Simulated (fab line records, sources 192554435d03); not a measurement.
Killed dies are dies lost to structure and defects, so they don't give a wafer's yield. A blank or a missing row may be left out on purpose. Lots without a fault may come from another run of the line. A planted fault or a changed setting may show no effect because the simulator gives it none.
fab line records | flow n5_finfet | part 2 of 2: steps 19 to 27 of 27
record lots=5 wafers=15 last_day=18
route steps=1938 shown BEOL_M2@882
lots that met no fault: from a run of the same line without faults
start_h: hours from the record's first day to the start of the lot's first wafer shown | wait_h: hours since the lot's step before | " the same as in the row above | L1.1+2: a row that stands for several wafers | - no value, or no start given | * or withheld: withheld | < > ~ a bound
route shown NAME@n: a module of which the file shows steps, and the number in the route of the first | usual: mean/standard deviation of fault-free wafers | same: alike in all rows | chamber/n: place in a boat | sites: the reading at each site | _std_site: their standard deviation | _edge_site: outer sites' mean less inner sites' | radius_mm: how far each site lies from the wafer's centre | mask NAME#n: copy n | behind: the tool/chamber that last shaped the wafer | hold: why the lot was held/for how many hours/how that ended | device: the transistor (n, p or np) that didn't switch | end of line: the same wafers' tests at the end of the route | a step without rows: its recipe alone | killed: dies lost to structure and defects at the first sort, not the wafer's yield | map: a wafer's dies, x killed, . not, _ none there
set.NAME: the setting as run; set.NAME@STEP: as run at that earlier step | model.NAME: the simulator's own value behind a step, which no gauge read
lots at some steps of the route; a table a step, a row a wafer
services: from which hour (start_h, from the record's first day; less than 0 if before it) a tool's chamber was out of use, for how many hours, and why
## steps
# step N5_BEOL_M2_PRE_CLEAN_45
# recipe gas=H2/He time_s=30 temp_c=250
# usual heater_power_w=339/38
# columns lot.wafer tool chamber start_h wait_h heater_power_w
L076.3 pvd_sputter-03 - 159.44 0.0 314
L076.4 " - " " 326
L076.6 " - " " 381
L082.1 pvd_sputter-02 - 196.08 0.0 398
L082.4 " - " " 310
L082.6 " - " " 386
L092.1 pvd_sputter-02 - 255.40 0.0 267
L092.3 " - " " 317
L092.4 " - " " 407
L094.2 pvd_sputter-03 - 262.06 0.0 315
L094.3 " - " " 316
L094.4 " - " " 381
L096.2 pvd_sputter-01 - 286.63 0.0 343
L096.4 " - " " 386
L096.6 " - " " 352
# step N5_BEOL_M2_ALD_84
# recipe material=TaN target_thk_a=* temp_c=275 ald_precursor_family=PDMAT ald_co_reactant=NH3 pressure_torr=3 carrier_flow_sccm=1500 pulse_time_s=2 purge_time_s=3 co_reactant_purge_time_s=2 co_reactant_pulse_time_s=3 ald_cycles=30 precursor_vessel_temp_c=75 precursor_vessel_pressure_torr=26.25 precursor_vessel_carrier_sccm=1000
# usual heater_power_w=444/55
# same co_reactant_purge_time_s=2
# columns lot.wafer tool chamber start_h wait_h heater_power_w since_wet_clean_h
L076.3 ald_metal-04 2 159.50 0.0 470 4438
L076.4 " 1 " " 366 -
L076.6 " 2 " " 463 -
L082.1 ald_metal-04 1 196.15 0.1 371 4474
L082.4 " 3 " " 414 4474
L082.6 " 2 " " 480 -
L092.1 ald_metal-04 3 255.48 0.1 403 4534
L092.3 " 0 " " 443 4534
L092.4 " 1 " " 366 4534
L094.2 ald_metal-04 3 262.14 0.1 386 4540
L094.3 " 2 " " 467 4540
L094.4 " 1 " " 388 4540
L096.2 ald_metal-02 1 286.71 0.1 564 3027
L096.4 " 2 " " 393 3027
L096.6 " 1 " " 552 -
# step N5_BEOL_M2_SURFACE_TREAT_85
# recipe gas=Ar time_s=* ion_energy_ev=* ion_current_ma_cm2=0.5 pressure_mtorr=* ar_flow_sccm=30
# usual throttle_valve_pct=*
# columns lot.wafer tool chamber start_h wait_h throttle_valve_pct
L076.3 pvd_sputter-03 - 159.84 0.2 *
L076.4 " - " " *
L076.6 " - " " *
L082.1 pvd_sputter-03 - 196.40 0.1 *
L082.4 " - " " *
L082.6 " - " " *
L092.1 pvd_sputter-01 - 255.78 0.2 *
L092.3 " - " " *
L092.4 " - " " *
L094.2 pvd_sputter-01 - 262.37 0.1 *
L094.3 " - " " *
L094.4 " - " " *
L096.2 pvd_sputter-03 - 286.95 0.1 *
L096.4 " - " " *
L096.6 " - " " *
# step N5_BEOL_M2_CVD_47
# recipe material=Co target_thk_a=30 temp_c=withheld precursor=CCTBA/H2 pressure_torr=30 time_s=223.8
# columns lot.wafer tool chamber start_h wait_h since_wet_clean_h
L076.3 cvd_co-01 2 159.95 0.1 461
L076.4 " 2 " " -
L076.6 " 0 " " -
L082.1 cvd_co-01 2 196.58 0.2 497
L082.4 " 2 " " -
L082.6 " 2 " " -
L092.1 cvd_co-01 1 255.89 0.1 119
L092.3 " 0 " " 1016
L092.4 " 1 " " -
L094.2 cvd_co-01 2 262.59 0.2 563
L094.3 " 1 " " 126
L094.4 " 0 " " -
L096.2 cvd_co-02 0 287.24 0.3 829
L096.4 " 2 " " -
L096.6 " 0 " " -
# step N5_BEOL_M2_SPUTTER_48
# recipe material=Cu target_thk_a=45 temp_c=-20 chamber_pressure_pa=0.07 power_w=withheld time_s=8.29
# usual chamber_pressure_pa=0.07/0.00013 throttle_valve_pct=30.1/1.1
# columns lot.wafer tool chamber start_h wait_h chamber_pressure_pa throttle_valve_pct
L076.3 pvd_sputter-02 - 160.14 0.1 0.06995 29.9
L076.4 " - " " 0.06999 29.3
L076.6 " - " " 0.0699 29.4
L082.1 pvd_sputter-01 - 197.47 0.8 0.06996 31.8
L082.4 " - " " 0.07022 29.6
L082.6 " - " " 0.07002 31.5
L092.1 pvd_sputter-03 - 256.07 0.1 0.06997 29.4
L092.3 " - " " 0.07012 30.5
L092.4 " - " " 0.07002 31.3
L094.2 pvd_sputter-02 - 262.77 0.1 0.06971 29.4
L094.3 " - " " 0.06973 28.2
L094.4 " - " " 0.07001 29.7
L096.2 pvd_sputter-02 - 288.07 0.8 0.07019 29.5
L096.4 " - " " 0.06993 28.1
L096.6 " - " " 0.07013 29.6
# step N5_BEOL_M2_ANNEAL_49
# recipe temp_c=400 time_s=240 ambient=vacuum
# usual heater_power_w=853/93
# columns lot.wafer tool chamber start_h wait_h heater_power_w
L076.3 pvd_sputter-02 - 160.22 0.0 675
L076.4 " - " " 772
L076.6 " - " " 813
L082.1 pvd_sputter-01 - 197.55 0.0 962
L082.4 " - " " 917
L082.6 " - " " 957
L092.1 pvd_sputter-03 - 256.15 0.0 798
L092.3 " - " " 951
L092.4 " - " " 773
L094.2 pvd_sputter-02 - 262.85 0.0 787
L094.3 " - " " 991
L094.4 " - " " 816
L096.2 pvd_sputter-02 - 288.15 0.0 848
L096.4 " - " " 1004
L096.6 " - " " 821
# step N5_BEOL_M2_SPUTTER_79
# recipe material=Cu target_thk_a=45 temp_c=-20 chamber_pressure_pa=0.07 power_w=withheld time_s=8.29
# usual chamber_pressure_pa=0.07001/0.00013 throttle_valve_pct=30.1/1.1
# columns lot.wafer tool chamber start_h wait_h chamber_pressure_pa throttle_valve_pct
L076.3 pvd_sputter-02 - 160.36 0.1 0.07004 29.9
L076.4 " - " " 0.07009 29.1
L076.6 " - " " 0.07003 29.4
L082.1 pvd_sputter-01 - 197.69 0.1 0.06987 31.7
L082.4 " - " " 0.06981 29.5
L082.6 " - " " 0.07012 31.4
L092.1 pvd_sputter-03 - 256.29 0.1 0.07015 29.5
L092.3 " - " " 0.07 30.6
L092.4 " - " " 0.07012 31.4
L094.2 pvd_sputter-02 - 262.99 0.1 0.06986 29.5
L094.3 " - " " 0.07007 28.3
L094.4 " - " " 0.07006 29.8
L096.2 pvd_sputter-02 - 288.29 0.1 0.06993 29.6
L096.4 " - " " 0.07014 28.1
L096.6 " - " " 0.07002 29.3
# step N5_BEOL_M2_ANNEAL_80
# recipe temp_c=400 time_s=240 ambient=vacuum
# usual heater_power_w=851/93
# columns lot.wafer tool chamber start_h wait_h heater_power_w
L076.3 pvd_sputter-02 - 160.44 0.0 659
L076.4 " - " " 814
L076.6 " - " " 800
L082.1 pvd_sputter-01 - 197.77 0.0 973
L082.4 " - " " 939
L082.6 " - " " 926
L092.1 pvd_sputter-03 - 256.37 0.0 796
L092.3 " - " " 944
L092.4 " - " " 785
L094.2 pvd_sputter-02 - 263.07 0.0 779
L094.3 " - " " 989
L094.4 " - " " 833
L096.2 pvd_sputter-02 - 288.37 0.0 830
L096.4 " - " " 970
L096.6 " - " " 831
# step N5_BEOL_M2_SPUTTER_81
# recipe material=Cu target_thk_a=45 temp_c=-20 chamber_pressure_pa=0.07 power_w=withheld time_s=8.29
# usual chamber_pressure_pa=0.06999/0.00015 throttle_valve_pct=30.1/1.1
# columns lot.wafer tool chamber start_h wait_h chamber_pressure_pa throttle_valve_pct
L076.3 pvd_sputter-02 - 160.58 0.1 0.07015 30.0
L076.4 " - " " 0.07016 29.5
L076.6 " - " " 0.06997 29.3
L082.1 pvd_sputter-01 - 197.91 0.1 0.06988 31.6
L082.4 " - " " 0.07003 29.4
L082.6 " - " " 0.06978 31.7
L092.1 pvd_sputter-03 - 256.51 0.1 0.07003 29.4
L092.3 " - " " 0.07009 30.5
L092.4 " - " " 0.0699 31.6
L094.2 pvd_sputter-02 - 263.21 0.1 0.06993 29.3
L094.3 " - " " 0.07012 28.3
L094.4 " - " " 0.06989 29.3
L096.2 pvd_sputter-02 - 288.51 0.1 0.06993 29.6
L096.4 " - " " 0.07006 28.3
L096.6 " - " " 0.07012 29.6
## services
# columns tool chamber start_h hours kind
ald_metal-04 3 157.27 3.0 repair
cvd_co-02 - 157.45 0.8 repair
rie_diel-04 2 158.20 4.0 repair
ald_metal-04 3 167.58 2.0 repair
rie_diel-04 1 175.91 66.9 repair
ald_sin-03 - 178.07 14.0 pm
ald_metal-02 2 184.95 24.6 repair
cvd_co-01 0 186.88 23.8 repair
rie_diel-01 1 192.52 - clean
rie_diel-01 1 192.52 - consumable_replace:focus_ring
ald_sin-01 3 199.16 1.6 repair
ald_metal-04 - 202.09 0.4 repair
ald_metal-02 0 206.00 27.8 repair
ald_sin-04 0 215.36 32.4 repair
rie_diel-01 - 218.42 14.6 pm
cvd_co-02 - 222.41 14.6 pm
rie_diel-02 3 223.86 - clean
rie_diel-02 3 223.86 - consumable_replace:focus_ring
rie_diel-02 3 223.86 20.6 scheduled_down
ald_metal-02 2 257.74 11.7 repair
ald_sin-03 1 258.74 16.2 repair
ald_sin-04 - 269.02 14.0 pm
cvd_co-01 0 273.32 15.6 repair
ald_metal-04 - 274.15 14.6 pm
